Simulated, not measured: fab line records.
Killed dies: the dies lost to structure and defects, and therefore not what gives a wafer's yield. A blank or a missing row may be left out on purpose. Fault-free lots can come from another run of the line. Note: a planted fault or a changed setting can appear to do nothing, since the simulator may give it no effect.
The tool behind it: which one? + flow n5Finfet + 30 wafers from 10 lots sampled at 6 of the route's 1938 steps

## WHAT EACH GAUGE READ, for each wafer
N5_BEOL_M4_THK_MEAS_53: measures by xrf. Usual: M4_THK 40.0 nm, standard deviation 1.2.
| lot  | measured     | on           | M4_THK (nm)    | flag |
|------|--------------|--------------|----------------|------|
| L896 | day 8 10:08  | filmMetro-01 | 40.1 41.6 41.4 |      |
| L895 | day 8 12:32  | filmMetro-02 | 42.2 40.8 40.5 |      |
| L900 | day 9 12:55  | filmMetro-02 | 40.1 39.6 39.2 |      |
| L903 | day 10 12:18 | filmMetro-01 | 38.1 39.3 39.2 |      |
| L904 | day 10 13:12 | filmMetro-01 | 40.4 40.9 38.3 |      |
| L907 | day 11 15:46 | filmMetro-02 | 40.1 39.4 40.0 |      |
| L910 | day 12 08:24 | filmMetro-02 | 41.4 40.4 41.9 |      |
| L914 | day 13 05:08 | filmMetro-02 | 41.2 41.3 40.7 |      |
| L913 | day 13 14:26 | filmMetro-02 | 38.6 40.1 40.3 |      |
| L915 | day 14 01:50 | filmMetro-02 | 37.8 39.6 40.4 |      |

N5_BEOL_M4_INSPECT_59: inspects for defects (darkfield). Usual: rawDefectCount reads 83 (standard deviation 28).
| lot  | measured     | on               | rawDefectCount | flag |
|------|--------------|------------------|----------------|------|
| L896 | day 8 10:26  | defectInspect-02 | 103 65 85      |      |
| L895 | day 8 12:50  | defectInspect-01 | 149 91 59      |      |
| L900 | day 9 13:16  | defectInspect-01 | 47 32 23       |      |
| L903 | day 10 12:35 | defectInspect-01 | 74 52 68       |      |
| L904 | day 10 13:29 | defectInspect-02 | 82 79 86       |      |
| L907 | day 11 16:06 | defectInspect-01 | 51 48 72       |      |
| L910 | day 12 08:41 | defectInspect-01 | 53 145 94      |      |
| L914 | day 13 05:25 | defectInspect-02 | 55 62 62       |      |
| L913 | day 13 14:46 | defectInspect-02 | 56 64 80       |      |
| L915 | day 14 02:07 | defectInspect-02 | 76 86 50       |      |

N5_BEOL_M4_RC_MEAS_101. Usual: DIBL_N 35.9 mV/V, standard deviation 1.3; DIBL_P 35.9 mV/V, standard deviation 1.6; IOFF_N 0.156 nA/um, standard deviation 0.022; IOFF_P 0.205 nA/um, standard deviation 0.023; ION_N 675 uA/um, standard deviation 9; ION_P 463 uA/um, standard deviation 5.6; SS_N 71.4 mV/dec, standard deviation 0.57; SS_P 73.1 mV/dec, standard deviation 0.52; VT_N 249.7 mV, standard deviation 2.8; VT_P -250.2 mV, standard deviation 2.5.
| lot  | measured     | on        | DIBL_N (mV/V)  | DIBL_P (mV/V)  | IOFF_N (nA/um)    | IOFF_P (nA/um)    | ION_N (uA/um) | ION_P (uA/um) | SS_N (mV/dec)  | SS_P (mV/dec)  | VT_N (mV)         | VT_P (mV)            | flag |
|------|--------------|-----------|----------------|----------------|-------------------|-------------------|---------------|---------------|----------------|----------------|-------------------|----------------------|------|
| L896 | day 8 10:27  | prober-02 | 35.7 34.0 36.6 | 36.3 33.5 37.3 | 0.169 0.136 0.185 | 0.208 0.173 0.220 | 679 663 680   | 460 454 463   | 71.8 71.2 72.8 | 73.6 72.4 72.9 | 247.4 252.1 247.1 | -251.9 -254.5 -251.7 |      |
| L895 | day 8 12:51  | prober-02 | 37.0 37.4 35.8 | 36.3 37.6 35.2 | 0.171 0.182 0.143 | 0.212 0.231 0.192 | 677 680 673   | 457 462 457   | 72.1 71.4 71.3 | 73.2 73.9 73.3 | 249.5 246.6 249.4 | -248.3 -246.2 -250.7 |      |
| L900 | day 9 13:36  | prober-02 | 34.7 37.3 35.3 | 35.5 38.2 35.8 | 0.136 0.170 0.142 | 0.218 0.266 0.223 | 673 675 679   | 467 472 474   | 71.1 72.1 71.8 | 72.3 73.3 72.5 | 249.2 248.7 250.7 | -247.6 -243.5 -248.0 |      |
| L903 | day 10 13:04 | prober-02 | 37.8 37.2 37.6 | 38.1 36.9 38.3 | 0.183 0.177 0.184 | 0.241 0.222 0.236 | 682 690 684   | 470 469 469   | 71.0 71.2 71.0 | 72.9 73.4 73.7 | 244.8 247.2 247.3 | -247.0 -250.9 -250.2 |      |
| L904 | day 10 13:40 | prober-01 | 35.9 35.2 35.7 | 36.0 35.3 35.8 | 0.162 0.151 0.155 | 0.199 0.188 0.194 | 670 678 670   | 461 465 462   | 71.2 71.4 71.5 | 72.5 72.7 73.0 | 247.1 245.8 246.7 | -250.7 -251.3 -252.4 |      |
| L907 | day 11 16:08 | prober-02 | 35.0 35.4 34.6 | 34.1 34.7 34.4 | 0.152 0.160 0.155 | 0.185 0.192 0.186 | 682 683 685   | 461 458 465   | 71.5 71.3 71.3 | 72.6 72.6 72.8 | 249.4 248.1 248.4 | -250.4 -252.3 -250.2 |      |
| L910 | day 12 08:43 | prober-02 | 38.3 36.2 36.1 | 37.3 35.6 36.0 | 0.176 0.139 0.146 | 0.246 0.225 0.226 | 678 664 672   | 469 472 473   | 70.9 70.7 71.4 | 73.8 73.2 72.6 | 249.1 250.8 249.6 | -246.2 -244.7 -248.5 |      |
| L914 | day 13 05:27 | prober-02 | 38.2 37.4 39.1 | 37.6 36.7 39.4 | 0.172 0.151 0.197 | 0.217 0.204 0.249 | 680 663 679   | 462 457 463   | 71.6 71.9 72.1 | 74.0 73.9 74.4 | 247.7 251.6 246.0 | -248.9 -250.7 -247.2 |      |
| L913 | day 13 14:47 | prober-01 | 34.5 35.3 32.4 | 35.4 36.1 33.1 | 0.140 0.154 0.116 | 0.186 0.202 0.156 | 673 676 664   | 460 459 457   | 71.1 72.1 70.8 | 72.7 72.4 72.0 | 249.2 250.1 254.7 | -253.0 -250.4 -251.6 |      |
| L915 | day 14 02:27 | prober-01 | 34.8 35.9 35.1 | 33.5 35.1 33.4 | 0.121 0.141 0.122 | 0.176 0.204 0.179 | 667 671 669   | 466 468 464   | 71.0 71.4 70.9 | 72.4 73.3 73.0 | 252.6 251.9 252.8 | -252.6 -248.8 -248.2 |      |

## WHICH TOOL RAN EACH LOT (tool, then ch and the chambers of the sampled wafers, then the start)
| lot  | N5_BEOL_M4_ECD_50             | N5_BEOL_M4_CMP_52             | N5_BEOL_M4_CO_CAP_55            |
|------|-------------------------------|-------------------------------|---------------------------------|
| L896 | ecdCu-01 ch 0,1, day 8 09:28  | cmp-01 ch 0,2,3, day 8 09:53  | cvdCo-02 ch 0,1, day 8 10:13    |
| L895 | ecdCu-02 ch 0,1, day 8 11:52  | cmp-01 ch 1,3, day 8 12:17    | cvdCo-01 ch 0,1,2, day 8 12:37  |
| L900 | ecdCu-02 ch 0,1, day 9 12:11  | cmp-01 ch 0,2,3, day 9 12:42  | cvdCo-01 ch 0,1,2, day 9 13:01  |
| L903 | ecdCu-02 ch 0,1, day 10 11:38 | cmp-02 ch 0,1, day 10 12:00   | cvdCo-02 ch 0,1,2, day 10 12:25 |
| L904 | ecdCu-01 ch 0, day 10 12:32   | cmp-01 ch 1,2, day 10 12:55   | cvdCo-01 ch 0,1,2, day 10 13:17 |
| L907 | ecdCu-02 ch 0,1, day 11 14:43 | cmp-01 ch 0,2, day 11 15:28   | cvdCo-02 ch 1,2, day 11 15:52   |
| L910 | ecdCu-01 ch 0,1, day 12 07:44 | cmp-02 ch 0,3, day 12 08:07   | cvdCo-01 ch 0,1, day 12 08:29   |
| L914 | ecdCu-01 ch 0,1, day 13 04:28 | cmp-01 ch 0,1,3, day 13 04:55 | cvdCo-02 ch 1,2, day 13 05:13   |
| L913 | ecdCu-01 ch 0,1, day 13 13:46 | cmp-02 ch 1,2, day 13 14:09   | cvdCo-02 ch 0,1,2, day 13 14:31 |
| L915 | ecdCu-01 ch 0,1, day 14 01:11 | cmp-01 ch 0,2,3, day 14 01:32 | cvdCo-02 ch 1,2, day 14 01:54   |
- N5_BEOL_M4_ECD_50: material Cu, target thk 300 nm.
- N5_BEOL_M4_CMP_52: polishes, stops on SiOC, t overpolish 6.8 s, target thk 40 nm.
- N5_BEOL_M4_CO_CAP_55: material Co, precursor CCTBA/H2, target thk 2 nm, time 102.1 s.

## WHAT THE TOOLS THEMSELVES READ (means of the sampled wafers that have a number; where no wafer has one, the mark that the record gives instead)
N5_BEOL_M4_CMP_52. Usual: edgeZonePressureFrac 1.000, standard deviation 0.0053; motorCurrentA 5.9 A, standard deviation 0.54; timeToEndpointS 61.4 s, standard deviation 2.4.
| lot  | tool   | edgeZonePressureFrac | motorCurrentA (A) | timeToEndpointS (s) | flag |
|------|--------|----------------------|-------------------|---------------------|------|
| L896 | cmp-01 | 1.001                | 5.8               | 62.9                |      |
| L895 | cmp-01 | 1.008                | 5.8               | 65.0                |      |
| L900 | cmp-01 | 0.998                | 5.9               | 62.1                |      |
| L903 | cmp-02 | 0.997                | 5.5               | 69.7                | OFF  |
| L904 | cmp-01 | 0.998                | 5.6               | 59.6                |      |
| L907 | cmp-01 | 1.001                | 5.6               | 68.7                | OFF  |
| L910 | cmp-02 | 0.995                | 5.5               | 60.3                |      |
| L914 | cmp-01 | 1.002                | 5.6               | 64.9                |      |
| L913 | cmp-02 | 0.999                | 6.0               | 59.6                |      |
| L915 | cmp-01 | 0.998                | 5.7               | 63.4                |      |

N5_BEOL_M4_CO_CAP_55. Usual: heaterPowerW reads 236 W (standard deviation 24).
| lot  | tool     | heaterPowerW (W) | flag |
|------|----------|------------------|------|
| L896 | cvdCo-02 | 252              |      |
| L895 | cvdCo-01 | 239              |      |
| L900 | cvdCo-01 | 236              |      |
| L903 | cvdCo-02 | 233              |      |
| L904 | cvdCo-01 | 236              |      |
| L907 | cvdCo-02 | 217              |      |
| L910 | cvdCo-01 | 253              |      |
| L914 | cvdCo-02 | 213              |      |
| L913 | cvdCo-02 | 234              |      |
| L915 | cvdCo-02 | 212              |      |

## THE ANSWER, worked out from the rows above alone
Rule: a lot counts as off when the mean over its wafers that have a number is more than 3 standard deviations away from the usual mean. Also off: a lot with no number at a reading for which 4 or more lots have one. The other lots that the step has rows for count as sound. First the gauges in route order, then the tools' own readings, where a lot's mean is used as printed above. The first step at which some lot is off is used, and at that step the reading that is off furthest; a lot without a number counts as furthest.
Off: L903, L907 (N5_BEOL_M4_CMP_52, timeToEndpointS).
A tool fits if, at that step or a process step before it, it ran every lot that is off, and no sound lot after the first of them. One candidate fits, namely ecdCu-02 at N5_BEOL_M4_ECD_50. Its last sound lot is L900 (day 9 12:11), its first lot that is off L903 (day 10 11:38): a fault that began between those two fits.

## WHAT HAD BEEN PUT IN BY THE SIMULATOR
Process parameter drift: ecdCu-02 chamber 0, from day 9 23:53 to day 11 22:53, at N5_BEOL_M4_ECD_50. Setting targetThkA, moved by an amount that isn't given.
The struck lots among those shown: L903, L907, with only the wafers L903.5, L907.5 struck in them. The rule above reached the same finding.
